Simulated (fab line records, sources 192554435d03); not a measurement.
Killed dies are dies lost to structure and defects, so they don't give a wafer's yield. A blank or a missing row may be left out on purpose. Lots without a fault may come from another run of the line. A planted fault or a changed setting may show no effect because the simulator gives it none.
Chamber matching | flow n5_finfet | N5_BEOL_M2_STRIP_19 on rie_diel-02: 4 sister chambers
The step strips in O2. 4 wafers are shown with their chamber, then 7 later ones without.

WAFERS WITH THEIR CHAMBER
wafer  | chamber | showerhead_plenum_p_Torr (Torr)
L087.3 | 1       | 2.05
L087.6 | 0       | 2.09
L088.1 | 2       | 2.00
L088.2 | 3       | 2.10

WAFERS WITHOUT THEIR CHAMBER
wafer  | showerhead_plenum_p_Torr (Torr)
L088.3 | 2.04
L091.3 | 2.09
L091.4 | 2.04
L091.6 | 1.99
L095.2 | 2.04
L095.3 | 2.09
L095.6 | 2.09

WHICH CHAMBER EACH WENT THROUGH
wafer  | from the rows above     | in truth
L088.3 | 1                       | 1
L091.3 | can't be placed: 0 or 3 | 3
L091.4 | 1                       | 1
L091.6 | 2                       | 2
L095.2 | 1                       | 1
L095.3 | can't be placed: 0 or 3 | 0
L095.6 | can't be placed: 0 or 3 | 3
Placed correctly: 4 of 7. Can't be placed from these rows: 3 (the true chamber is among the candidates in 3). Placed wrongly: 0.
How it was worked out, from the rows above alone: a wafer's distance from a chamber is the root of the sum, over the readings, of the square of ((its reading less the chamber's mean) divided by the reading's scatter). The wafer belongs to the nearest chamber; if the next one is less than 2 further off, it can't be placed. A chamber's mean is the mean of its shown wafers. The scatter: with one shown wafer a chamber, the root of the mean of the squares of how far each hidden wafer lies from its nearest shown one.
